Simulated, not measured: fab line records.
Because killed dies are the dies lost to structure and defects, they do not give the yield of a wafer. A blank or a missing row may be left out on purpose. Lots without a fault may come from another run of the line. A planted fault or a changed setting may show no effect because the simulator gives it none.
fab line records -- flow n5Finfet
[record] lots = 7, wafers = 21
route steps=1938 shown WELL_APT@24 FIN_SAQP@96 FIN_CUT@176 DUMMY_GATE@224 SD_EPI_N@263
startH: hours from the record's opening day to when the first of the lot's shown wafers began -- waitH: how many hours have passed since the lot's step before this one -- " the same as in the row above -- L1.1+2: several wafers, shown together as one row -- - no value, or no start given -- * or withheld: withheld -- < > ~ a bound
route shown NAME@n: a module of which the file shows steps, and the number in the route of the first -- usual: mean/standard deviation taken from wafers without a fault -- same: alike in all rows -- chamber/n: place in a boat -- sites: per-site readings -- _std_site: the values' standard deviation -- _edge_site: inner sites' mean taken away from outer sites' mean -- radiusMm: for every site, how far away it sits from the centre of the wafer -- mask NAME#n: copy n -- behind: the tool/chamber that last shaped the wafer -- hold: the reason the lot was held/the length of the hold in hours/how it ended -- device: the transistor (n, p or np) that didn't switch -- end of line: tests run on the same wafers once the route is complete -- for a step that has no rows: nothing shown but its recipe -- killed: the dies lost at the first sort to structure and to defects; this is not the yield of the wafer -- map: a wafer's dies, marking killed ones x, the rest . and places with no die _
set.NAME: setting as actually run; set.NAME@STEP: the setting as run at that earlier step -- model.NAME: the simulator's own value behind a step, which no gauge read
lots where settings were altered on purpose, with a table for each step and a row for each wafer
[[steps]]
[step N5_WELL_APT_EXPOSE_05]
[recipe] maskId = NWELL, na = 0.8, sourceShape = conventional, sigmaOuter = 0.8, polarization = unpolarized, defocusNm = 0, targetCdNm = 200, doseMj = 20.3
lot.wafer,tool,chamber,startH,waitH,mask,set.doseMj
L075.1+3+4,krfScanner-01,0,19.83,-,NWELL#0,20.3
L083.1,krfScanner-02,0,68.51,-,NWELL#0,21.29
L083.2+6,krfScanner-02,0,68.51,-,NWELL#0,20.3
L084.3+4+6,krfScanner-02,0,73.52,-,NWELL#0,20.3
L089.1+4,krfScanner-02,0,103.41,-,NWELL#0,19.12
L089.2,krfScanner-02,0,103.41,-,NWELL#0,20.3
L091.4+5,krfScanner-02,0,115.55,-,NWELL#0,19.45
L091.6,krfScanner-02,0,115.55,-,NWELL#0,20.3
L095.3+4,krfScanner-02,0,139.60,-,NWELL#0,19.64
L095.5,krfScanner-02,0,139.60,-,NWELL#0,20.3
L097.2+4+5,krfScanner-02,0,151.53,-,NWELL#0,20.3
[step N5_WELL_APT_PEB_06]
[recipe] pebTempC = 130, pebTimeS = 90
[step N5_WELL_APT_DEVELOP_07]
[recipe] developTimeS = 45, rinseLiquid = surfactantRinse, dry = airSpin, devTempC = 21
[step N5_WELL_APT_HARDBAKE_12]
[recipe] tempC = 130, timeS = 120
[step N5_WELL_APT_CD_MEAS_08]
[recipe] targetCdNm = 200, landingEnergyEv = 500, detector = seInlens
[usual] cdNm = 199.5/1.6
lot.wafer,tool,chamber,startH,waitH,set.doseMj@WELL_APT_EXPOSE_05,cdNm
L075.1,cdSem-01,0,20.00,-,20.3,198.8
L075.3,cdSem-01,0,20.00,-,20.3,200.6
L075.4,cdSem-01,0,20.00,-,20.3,199.3
L083.1,cdSem-01,0,68.68,-,21.29,206.3
L083.2,cdSem-01,0,68.68,-,20.3,200.3
L083.6,cdSem-01,0,68.68,-,20.3,201.0
L084.3,cdSem-02,0,73.68,-,20.3,201.0
L084.4,cdSem-02,0,73.68,-,20.3,201.9
L084.6,cdSem-02,0,73.68,-,20.3,202.0
L089.1,cdSem-03,0,103.58,-,19.12,188.3
L089.2,cdSem-03,0,103.58,-,20.3,199.2
L089.4,cdSem-03,0,103.58,-,19.12,189.0
L091.4,cdSem-03,0,115.71,-,19.45,192.7
L091.5,cdSem-03,0,115.71,-,19.45,190.0
L091.6,cdSem-03,0,115.71,-,20.3,200.5
L095.3,cdSem-02,0,139.76,-,19.64,193.2
L095.4,cdSem-02,0,139.76,-,19.64,196.2
L095.5,cdSem-02,0,139.76,-,20.3,201.9
L097.2,cdSem-01,0,151.69,-,20.3,198.6
L097.4,cdSem-01,0,151.69,-,20.3,199.5
L097.5,cdSem-01,0,151.69,-,20.3,197.5
[step N5_WELL_APT_DESCUM_13]
[recipe] chemistry = O2, timeS = 7.9, sourcePowerW = 50, biasPowerW = 20, pressureMtorr = 20, rfFrequencyHz = 2.712e+07, tempC = 40, o2FlowSccm = 225
lot.wafer,tool,chamber,startH,waitH,set.timeS,set.doseMj@WELL_APT_EXPOSE_05,model.WELL_APT.cdNm
L075.1,rieDiel-01,1,20.11,0.0,7.9,20.3,198.6
L075.3,rieDiel-01,3,20.11,0.0,7.9,20.3,200.6
L075.4,rieDiel-01,0,20.11,0.0,7.9,20.3,199
L083.1,rieDiel-06,2,68.86,0.1,7.9,21.29,206.2
L083.2,rieDiel-06,1,68.86,0.1,7.9,20.3,200.3
L083.6,rieDiel-06,2,68.86,0.1,7.9,20.3,201
L084.3,rieDiel-05,2,73.77,0.0,7.9,20.3,201.1
L084.4,rieDiel-05,1,73.77,0.0,7.9,20.3,202
L084.6,rieDiel-05,1,73.77,0.0,7.9,20.3,202.2
L089.1,rieDiel-05,1,103.67,0.0,6.579,19.12,188.1
L089.2,rieDiel-05,2,103.67,0.0,7.9,20.3,199.4
L089.4,rieDiel-05,3,103.67,0.0,6.579,19.12,189
L091.4,rieDiel-05,0,115.87,0.1,7.9,19.45,192.5
L091.5,rieDiel-05,3,115.87,0.1,7.9,19.45,189.9
L091.6,rieDiel-05,1,115.87,0.1,7.9,20.3,200.2
L095.3,rieDiel-06,2,140.09,0.3,7.9,19.64,193.4
L095.4,rieDiel-06,0,140.09,0.3,8.849,19.64,196.5
L095.5,rieDiel-06,2,140.09,0.3,7.9,20.3,201.8
L097.2,rieDiel-01,3,151.78,0.0,9.148,20.3,199.1
L097.4,rieDiel-01,2,151.78,0.0,7.9,20.3,199.9
L097.5,rieDiel-01,0,151.78,0.0,7.9,20.3,197.5
[step N5_FIN_SAQP_HM_DEP_03]
[recipe] material = SiNx, targetThkA = 380, tempC = 400, precursor = SiH4/NH3/N2, pressureTorr = 1.5, rfW = 300, timeS = 33.6
lot.wafer,tool,chamber,startH,waitH,set.timeS,model.SiNx_of_FIN_SAQP_HM_DEP_03.thkNm
L075.1,pecvd-03,2,27.03,0.2,33.6,37.39
L075.3,pecvd-03,1,27.03,0.2,33.6,38.21
L075.4,pecvd-03,1,27.03,0.2,38.1,43.93
L083.1,pecvd-02,2,75.82,0.2,31.69,35.61
L083.2,pecvd-02,1,75.82,0.2,31.69,35.56
L083.6,pecvd-02,2,75.82,0.2,33.6,38.61
L084.3,pecvd-03,1,81.28,0.1,33.6,37.82
L084.4,pecvd-03,1,81.28,0.1,33.6,39.2
L084.6,pecvd-03,0,81.28,0.1,33.6,38.58
L089.1,pecvd-02,0,112.30,0.3,33.6,37.35
L089.2,pecvd-02,2,112.30,0.3,33.6,37.5
L089.4,pecvd-02,2,112.30,0.3,36.68,41.44
L091.4,pecvd-04,0,123.56,0.1,33.6,37.59
L091.5,pecvd-04,1,123.56,0.1,33.6,38.09
L091.6,pecvd-04,0,123.56,0.1,33.6,37.5
L095.3,pecvd-02,1,147.08,0.1,33.6,37.67
L095.4,pecvd-02,1,147.08,0.1,31.6,36.63
L095.5,pecvd-02,0,147.08,0.1,31.6,36.19
L097.2,pecvd-03,0,159.26,0.2,33.6,37.43
L097.4,pecvd-03,1,159.26,0.2,33.6,38.01
L097.5,pecvd-03,2,159.26,0.2,33.6,37.58
[step N5_FIN_SAQP_THK_MEAS_05]
[usual] thkNm = 37.8/0.55
lot.wafer,tool,chamber,startH,waitH,set.timeS@FIN_SAQP_HM_DEP_03,thkNm
L075.1,filmMetro-01,-,27.12,0.1,33.6,37.4
L075.3,filmMetro-01,-,27.12,0.1,33.6,38.2
L075.4,filmMetro-01,-,27.12,0.1,38.1,44.0
L083.1,filmMetro-02,-,75.91,0.1,31.69,35.6
L083.2,filmMetro-02,-,75.91,0.1,31.69,35.6
L083.6,filmMetro-02,-,75.91,0.1,33.6,38.6
L084.3,filmMetro-02,-,81.37,0.1,33.6,37.8
L084.4,filmMetro-02,-,81.37,0.1,33.6,39.2
L084.6,filmMetro-02,-,81.37,0.1,33.6,38.6
L089.1,filmMetro-02,-,112.39,0.1,33.6,37.3
L089.2,filmMetro-02,-,112.39,0.1,33.6,37.5
L089.4,filmMetro-02,-,112.39,0.1,36.68,41.5
L091.4,filmMetro-02,-,123.65,0.1,33.6,37.6
L091.5,filmMetro-02,-,123.65,0.1,33.6,38.1
L091.6,filmMetro-02,-,123.65,0.1,33.6,37.5
L095.3,filmMetro-01,-,147.17,0.1,33.6,37.7
L095.4,filmMetro-01,-,147.17,0.1,31.6,36.6
L095.5,filmMetro-01,-,147.17,0.1,31.6,36.2
L097.2,filmMetro-01,-,159.34,0.1,33.6,37.4
L097.4,filmMetro-01,-,159.34,0.1,33.6,38.0
L097.5,filmMetro-01,-,159.34,0.1,33.6,37.5
[step N5_FIN_SAQP_HM_DEP_72]
[recipe] material = SiO2, targetThkA = 120, tempC = 400, precursor = SiH4/N2O, pressureTorr = 0.75, rfW = 275, timeS = 7.2
lot.wafer,tool,chamber,startH,waitH,set.timeS,model.SiO2_of_FIN_SAQP_HM_DEP_72.thkNm
L075.1,pecvd-03,0,27.36,0.0,7.725,12.84
L075.3,pecvd-03,2,27.36,0.0,7.2,11.87
L075.4,pecvd-03,2,27.36,0.0,7.725,13
L083.1,pecvd-02,1,76.22,0.0,7.2,11.82
L083.2,pecvd-02,0,76.22,0.0,7.2,12.06
L083.6,pecvd-02,1,76.22,0.0,7.2,12.23
L084.3,pecvd-03,2,81.68,0.0,7.2,11.79
L084.4,pecvd-03,1,81.68,0.0,7.2,12.11
L084.6,pecvd-03,2,81.68,0.0,7.2,11.82
L089.1,pecvd-02,1,112.70,0.0,7.847,13.04
L089.2,pecvd-02,0,112.70,0.0,7.2,12.06
L089.4,pecvd-02,1,112.70,0.0,7.847,13.09
L091.4,pecvd-04,1,123.91,0.1,6.805,11.4
L091.5,pecvd-04,1,123.91,0.1,6.805,11.22
L091.6,pecvd-04,0,123.91,0.1,7.2,11.88
L095.3,pecvd-02,1,147.41,0.0,7.2,12.1
L095.4,pecvd-02,2,147.41,0.0,7.2,12.2
L095.5,pecvd-02,0,147.41,0.0,7.2,12.41
L097.2,pecvd-02,1,159.66,0.0,7.2,11.99
L097.4,pecvd-02,1,159.66,0.0,7.2,12.28
L097.5,pecvd-02,0,159.66,0.0,8.241,14.05
[step N5_FIN_SAQP_COAT_49]
[recipe] resist = SOC, tempC = 250, timeS = 60, spinRpm = 1500, resistThkNm = 100
[step N5_FIN_SAQP_COAT_50]
[recipe] resist = SiARC, tempC = 220, timeS = 60, spinRpm = 1500, resistThkNm = 35
[step N5_FIN_SAQP_ETCH_52]
[recipe] chemistry = N2/H2, target = SOC, targetDepthA = 1000, overetchA = 200, maskMaterial = SiARC, tempC = 40, timeS = 150, ionEnergyEv = 200, pressureMtorr = 30, sourceW = 840, biasW = 150, n2FlowSccm = 200, h2FlowSccm = 200, ends = endPoint
[step N5_FIN_SAQP_STRIP_53]
[recipe] chemistry = N2/H2, tempC = 40, n2FlowSccm = 200, h2FlowSccm = 200, rfFrequencyHz = 6e+07
[step N5_FIN_SAQP_HM_OPEN_73]
[recipe] chemistry = CHF3/O2, target = SiO2, stopOn = a-Si, targetDepthA = 120, overEtchFrac = 1.8, maskMaterial = SOC, timeS = 16.8, pressureMtorr = 30, sourceW = 650, biasW = 170, Ar_flow_sccm = 200, CHF3_flow_sccm = 50, O2_flow_sccm = 5, ionEnergyEv = 200, ends = endPoint
lot.wafer,tool,chamber,startH,waitH,set.timeS@FIN_SAQP_HM_DEP_72,model.etch.depthNm
L075.1,rieDiel-05,1,28.56,0.0,7.725,12.84
L075.3,rieDiel-05,3,28.56,0.0,7.2,11.87
L075.4,rieDiel-05,0,28.56,0.0,7.725,13
L083.1,rieDiel-05,0,76.84,0.0,7.2,11.82
L083.2,rieDiel-05,2,76.84,0.0,7.2,12.06
L083.6,rieDiel-05,0,76.84,0.0,7.2,12.23
L084.3,rieDiel-05,0,82.42,0.0,7.2,11.79
L084.4,rieDiel-05,2,82.42,0.0,7.2,12.11
L084.6,rieDiel-05,1,82.42,0.0,7.2,11.82
L089.1,rieDiel-05,1,113.32,0.0,7.847,13.04
L089.2,rieDiel-05,3,113.32,0.0,7.2,12.06
L089.4,rieDiel-05,1,113.32,0.0,7.847,13.09
L091.4,rieDiel-05,2,124.53,0.0,6.805,11.4
L091.5,rieDiel-05,2,124.53,0.0,6.805,11.22
L091.6,rieDiel-05,3,124.53,0.0,7.2,11.88
L095.3,rieDiel-06,1,148.16,0.0,7.2,12.1
L095.4,rieDiel-06,2,148.16,0.0,7.2,12.2
L095.5,rieDiel-06,0,148.16,0.0,7.2,12.41
L097.2,rieDiel-01,3,160.27,0.0,7.2,11.99
L097.4,rieDiel-01,2,160.27,0.0,7.2,12.28
L097.5,rieDiel-01,1,160.27,0.0,8.241,14.05
[step N5_FIN_SAQP_STRIP_74]
[recipe] chemistry = CHF3/O2, resist = SiARC, rfFrequencyHz = 6e+07
[step N5_FIN_SAQP_MANDREL_ETCH_22]
[recipe] targetDepthA = 600, chemistry = HBr/Cl2, target = a-Si, stopOn = SiNx, btTimeS = 10, overEtchFrac = 0.5, timeS = 30, pressureMtorr = 10, icpW = 800, biasW = 75, HBr_flow_sccm = 150, Cl2_flow_sccm = 80, ends = endPoint
[step N5_FIN_SAQP_MANDREL2_REMOVE_60]
[recipe] chemistry = HBr/Cl2/O2, btTimeS = 10, target = a-Si, stopOn = SiNx, endpoint = OES-SiCl, overEtchFrac = 1, icpW = 600, biasW = 22, HBr_flow_sccm = 150, Cl2_flow_sccm = 80, O2_flow_sccm = 5, pressureMtorr = 10
[step N5_FIN_SAQP_HM_OPEN_33]
[recipe] chemistry = CH3F/O2, target = SiNx, maskMaterial = SiO2, targetDepthA = 494, timeS = 70.6, pressureMtorr = 30, sourceW = 395, biasW = 73, Ar_flow_sccm = 150, CH3F_flow_sccm = 30, O2_flow_sccm = 20, ionEnergyEv = 120, ends = cleared
[usual] etchRfOnTimeS = 69.3/1.9
lot.wafer,tool,chamber,startH,waitH,set.timeS@FIN_SAQP_HM_DEP_03,etchRfOnTimeS,model.etch.depthNm
L075.1,rieDiel-01,0,32.76,0.3,33.6,68.0,36.76
L075.3,rieDiel-01,1,32.76,0.3,33.6,70.6,37.56
L075.4,rieDiel-01,2,32.76,0.3,38.1,80.1,43.24
L083.1,rieDiel-05,1,80.36,0.2,31.69,63.3,34.92
L083.2,rieDiel-05,0,80.36,0.2,31.69,67.1,34.93
L083.6,rieDiel-05,3,80.36,0.2,33.6,71.3,37.92
L084.3,rieDiel-01,0,86.66,0.0,33.6,69.9,37.09
L084.4,rieDiel-01,3,86.66,0.0,33.6,71.5,38.57
L084.6,rieDiel-01,3,86.66,0.0,33.6,69.9,37.89
L089.1,rieDiel-01,3,116.78,0.0,33.6,67.4,36.72
L089.2,rieDiel-01,2,116.78,0.0,33.6,67.6,36.87
L089.4,rieDiel-01,0,116.78,0.0,36.68,76.6,40.75
L091.4,rieDiel-05,1,128.24,0.1,33.6,66.8,36.96
L091.5,rieDiel-05,3,128.24,0.1,33.6,70.2,37.46
L091.6,rieDiel-05,2,128.24,0.1,33.6,67.7,36.77
L095.3,rieDiel-05,1,152.52,0.2,33.6,66.1,36.94
L095.4,rieDiel-05,2,152.52,0.2,31.6,66.2,35.93
L095.5,rieDiel-05,2,152.52,0.2,31.6,65.1,35.56
L097.2,rieDiel-06,1,164.18,0.2,33.6,72.4,36.73
L097.4,rieDiel-06,3,164.18,0.2,33.6,69.3,37.38
L097.5,rieDiel-06,1,164.18,0.2,33.6,72.7,36.94
[step N5_FIN_SAQP_ETCH_34]
[recipe] chemistry = C4F6/O2, target = SiO2, targetDepthA = 450, timeS = 15, ionEnergyEv = 250, pressureMtorr = 30, sourceW = 345, biasW = 185, Ar_flow_sccm = 300, C4F6_flow_sccm = 10, O2_flow_sccm = 10, ends = cleared
lot.wafer,tool,chamber,startH,waitH,set.timeS@FIN_SAQP_HM_DEP_03,model.SiNx_of_FIN_SAQP_HM_DEP_03.thkNm
L075.1,rieDiel-01,0,32.83,0.0,33.6,33.8
L075.3,rieDiel-01,1,32.83,0.0,33.6,34.6
L075.4,rieDiel-01,2,32.83,0.0,38.1,40.2
L083.1+2,rieDiel-05,"1,0",80.43,0.0,31.69,32
L083.6,rieDiel-05,3,80.43,0.0,33.6,35
L084.3,rieDiel-01,0,86.73,0.0,33.6,34.2
L084.4,rieDiel-01,3,86.73,0.0,33.6,35.6
L084.6,rieDiel-01,3,86.73,0.0,33.6,35
L089.1,rieDiel-01,3,116.85,0.0,33.6,33.8
L089.2,rieDiel-01,2,116.85,0.0,33.6,34
L089.4,rieDiel-01,0,116.85,0.0,36.68,37.8
L091.4,rieDiel-05,1,128.31,0.0,33.6,34
L091.5,rieDiel-05,3,128.31,0.0,33.6,34.6
L091.6,rieDiel-05,2,128.31,0.0,33.6,33.8
L095.3,rieDiel-05,1,152.59,0.0,33.6,34
L095.4,rieDiel-05,2,152.59,0.0,31.6,33
L095.5,rieDiel-05,2,152.59,0.0,31.6,32.6
L097.2,rieDiel-06,1,164.25,0.0,33.6,33.8
L097.4,rieDiel-06,3,164.25,0.0,33.6,34.4
L097.5,rieDiel-06,1,164.25,0.0,33.6,34
[step N5_FIN_SAQP_STRIP_77]
[recipe] chemistry = N2/H2, timeS = 90, powerW = 100, tempC = 40, pressureMtorr = 100, rfFrequencyHz = 6e+07, biasPowerW = 3, n2FlowSccm = 300, h2FlowSccm = 300
[step N5_FIN_SAQP_PRECLEAN_38]
[recipe] chemistry = O3/DIW, timeS = 45, tempC = 22, o3Ppm = 10
[step N5_FIN_SAQP_PRECLEAN_45]
[recipe] chemistry = dHF, timeS = 10, dilution = 500:1, tempC = 25
lot.wafer,tool,chamber,startH,waitH,set.timeS@FIN_SAQP_HM_DEP_03,model.SiNx_of_FIN_SAQP_HM_DEP_03.thkNm
L075.1,wetBench-01,3,33.22,0.0,33.6,20.6
L075.3,wetBench-01,6,33.22,0.0,33.6,21.2
L075.4,wetBench-01,7,33.22,0.0,38.1,26.6
L083.1,wetBench-04,3,80.82,0.0,31.69,18.8
L083.2,wetBench-04,1,80.82,0.0,31.69,18.6
L083.6,wetBench-04,7,80.82,0.0,33.6,21.6
L084.3,wetBench-04,4,87.12,0.0,33.6,20.8
L084.4,wetBench-04,0,87.12,0.0,33.6,22.4
L084.6,wetBench-04,3,87.12,0.0,33.6,21.6
L089.1,wetBench-02,3,117.24,0.0,33.6,20.6
L089.2,wetBench-02,6,117.24,0.0,33.6,20.8
L089.4,wetBench-02,5,117.24,0.0,36.68,24.6
L091.4,wetBench-02,1,128.70,0.0,33.6,20.4
L091.5,wetBench-02,0,128.70,0.0,33.6,21.2
L091.6,wetBench-02,2,128.70,0.0,33.6,20.6
L095.3,wetBench-02,1,152.98,0.0,33.6,20.8
L095.4,wetBench-02,2,152.98,0.0,31.6,19.6
L095.5,wetBench-02,3,152.98,0.0,31.6,19.4
L097.2,wetBench-04,5,164.64,0.0,33.6,20.2
L097.4,wetBench-04,0,164.64,0.0,33.6,21.2
L097.5,wetBench-04,1,164.64,0.0,33.6,20.6
[step N5_FIN_CUT_CUT_ETCH_15]
[recipe] chemistry = HBr/Cl2/O2, target = Si, targetDepthA = 1000, btTimeS = 10, maskMaterial = SOC, timeS = 42.4, ionEnergyEv = *, biasW = *, pressureMtorr = 10, icpW = 800, HBr_flow_sccm = 150, Cl2_flow_sccm = 80, O2_flow_sccm = 12
lot.wafer,tool,chamber,startH,waitH,set.timeS,model.FIN_CUT.featureDepthNm,model.etch.depthNm,model.SOC_of_FIN_CUT_COAT_18.thkNm
L075.1,rieSi-06,2,34.48,0.1,42.4,97.8,97.74,172.4
L075.3,rieSi-06,0,34.48,0.1,42.4,99.8,99.79,170.2
L075.4,rieSi-06,3,34.48,0.1,42.4,103.8,103.7,168.6
L083.1,rieSi-01,3,81.96,0.1,50.46,118.8,118.7,163.6
L083.2,rieSi-01,2,81.96,0.1,42.4,99.2,99.22,170.4
L083.6,rieSi-01,0,81.96,0.1,42.4,101,100.9,171.2
L084.3,rieSi-01,3,88.37,0.0,42.4,100.2,100.1,169
L084.4,rieSi-01,2,88.37,0.0,42.4,101.6,101.6,169.6
L084.6,rieSi-01,2,88.37,0.0,42.4,100.4,100.3,169.4
L089.1,rieSi-01,0,118.38,0.1,42.4,100.8,100.8,169.8
L089.2,rieSi-01,1,118.38,0.1,42.4,102.2,102.2,170
L089.4,rieSi-01,3,118.38,0.1,42.4,98.4,98.48,170.6
L091.4,rieSi-01,3,130.06,0.0,42.4,98.8,98.84,169.8
L091.5,rieSi-01,1,130.06,0.0,42.4,102.6,102.5,168
L091.6,rieSi-01,0,130.06,0.0,42.4,101.2,101.2,169.6
L095.3,rieSi-04,0,154.11,0.0,42.4,97.2,97.13,170.8
L095.4,rieSi-04,3,154.11,0.0,33.16,77.6,77.59,179
L095.5,rieSi-04,3,154.11,0.0,42.4,99.6,99.54,171.6
L097.2,rieSi-01,2,165.77,0.1,42.4,99.6,99.59,170.2
L097.4,rieSi-01,0,165.77,0.1,47.16,111,111,166
L097.5,rieSi-01,0,165.77,0.1,42.4,99.2,99.26,170.2
[step N5_DUMMY_GATE_COAT_28]
[recipe] resist = underlayer, tempC = 205, timeS = 60, spinRpm = 1500, resistThkNm = 10
lot.wafer,tool,chamber,startH,waitH,set.spinRpm,model.underlayer_of_DUMMY_GATE_COAT_28.thkNm
L075.1+3+4,lithoTrack-02,0,-,-,1500,10
L083.1+6,lithoTrack-05,0,-,-,1444,10.2
L083.2,lithoTrack-05,0,-,-,1500,10
L084.3+4+6,lithoTrack-05,0,-,-,1500,10
L089.1,lithoTrack-05,0,-,-,1500,10
L089.2+4,lithoTrack-05,0,-,-,1389,10.4
L091.4,lithoTrack-03,0,-,-,1500,10
L091.5+6,lithoTrack-03,0,-,-,1613,9.6
L095.3+4,lithoTrack-02,0,-,-,1500,10
L095.5,lithoTrack-02,0,-,-,1360,10.6
L097.2+5,lithoTrack-05,0,-,-,1414,10.2
L097.4,lithoTrack-05,0,-,-,1500,10
[step N5_SD_EPI_N_COAT_33]
[recipe] resist = SiARC, tempC = 220, timeS = 60, spinRpm = 1500, resistThkNm = 35
lot.wafer,tool,chamber,startH,waitH,set.spinRpm,model.SiARC_of_SD_EPI_N_COAT_33.thkNm
L075.1,lithoTrack-05,0,-,-,1347,37.2
L075.3+4,lithoTrack-05,0,-,-,1500,35.2
L083.1,lithoTrack-05,0,-,-,1544,34.4
L083.2+6,lithoTrack-05,0,-,-,1500,35
L084.3+4,lithoTrack-05,0,-,-,1500,35
L084.6,lithoTrack-05,0,-,-,1500,35.2
L089.1,lithoTrack-04,0,-,-,1452,35.6
L089.2,lithoTrack-04,0,-,-,1500,35
L089.4,lithoTrack-04,0,-,-,1452,35.4
L091.4+5+6,lithoTrack-05,0,-,-,1500,35.2
L095.3+4+5,lithoTrack-01,0,-,-,1500,35
L097.2+4+5,lithoTrack-04,0,-,-,1500,35
[[key]]
[split] step = N5_WELL_APT_EXPOSE_05, setting = doseMj, stated = 20.3, by = wafer
[response] step = N5_WELL_APT_CD_MEAS_08, reading = cdNm, change = +1.75, per = 1%, r = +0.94
[response] step = N5_WELL_APT_DESCUM_13, reading = model.WELL_APT.cdNm, change = +1.75, per = 1%, r = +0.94
[split] step = N5_WELL_APT_DESCUM_13, setting = timeS, stated = 7.9, by = wafer
response none clear
[split] step = N5_FIN_SAQP_HM_DEP_03, setting = timeS, stated = 33.6, by = wafer
[response] step = N5_FIN_SAQP_HM_DEP_03, reading = model.SiNx_of_FIN_SAQP_HM_DEP_03.thkNm, change = +0.434, per = 1%, r = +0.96
[response] step = N5_FIN_SAQP_THK_MEAS_05, reading = thkNm, change = *, per = 1%, r = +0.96
[response] step = N5_FIN_SAQP_HM_OPEN_33, reading = etchRfOnTimeS, change = *, per = 1%, r = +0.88
[response] step = N5_FIN_SAQP_HM_OPEN_33, reading = model.etch.depthNm, change = +0.428, per = 1%, r = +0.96
[response] step = N5_FIN_SAQP_ETCH_34, reading = model.SiNx_of_FIN_SAQP_HM_DEP_03.thkNm, change = +0.424, per = 1%, r = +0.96
[response] step = N5_FIN_SAQP_PRECLEAN_45, reading = model.SiNx_of_FIN_SAQP_HM_DEP_03.thkNm, change = +0.412, per = 1%, r = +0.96
[split] step = N5_FIN_SAQP_HM_DEP_72, setting = timeS, stated = 7.2, by = wafer
[response] step = N5_FIN_SAQP_HM_DEP_72, reading = model.SiO2_of_FIN_SAQP_HM_DEP_72.thkNm, change = +0.128, per = 1%, r = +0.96
[response] step = N5_FIN_SAQP_HM_OPEN_73, reading = model.etch.depthNm, change = +0.128, per = 1%, r = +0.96
[split] step = N5_FIN_CUT_CUT_ETCH_15, setting = timeS, stated = 42.4, by = wafer
[response] step = N5_FIN_CUT_CUT_ETCH_15, reading = model.FIN_CUT.featureDepthNm, change = +0.976, per = 1%, r = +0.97
[response] step = N5_FIN_CUT_CUT_ETCH_15, reading = model.etch.depthNm, change = +0.973, per = 1%, r = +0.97
[response] step = N5_FIN_CUT_CUT_ETCH_15, reading = model.SOC_of_FIN_CUT_COAT_18.thkNm, change = -0.368, per = 1%, r = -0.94
[split] step = N5_DUMMY_GATE_COAT_28, setting = spinRpm, stated = 1500, by = wafer
[response] step = N5_DUMMY_GATE_COAT_28, reading = model.underlayer_of_DUMMY_GATE_COAT_28.thkNm, change = -0.0549, per = 1%, r = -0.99
[split] step = N5_SD_EPI_N_COAT_33, setting = spinRpm, stated = 1500, by = wafer
[response] step = N5_SD_EPI_N_COAT_33, reading = model.SiARC_of_SD_EPI_N_COAT_33.thkNm, change = -0.193, per = 1%, r = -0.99
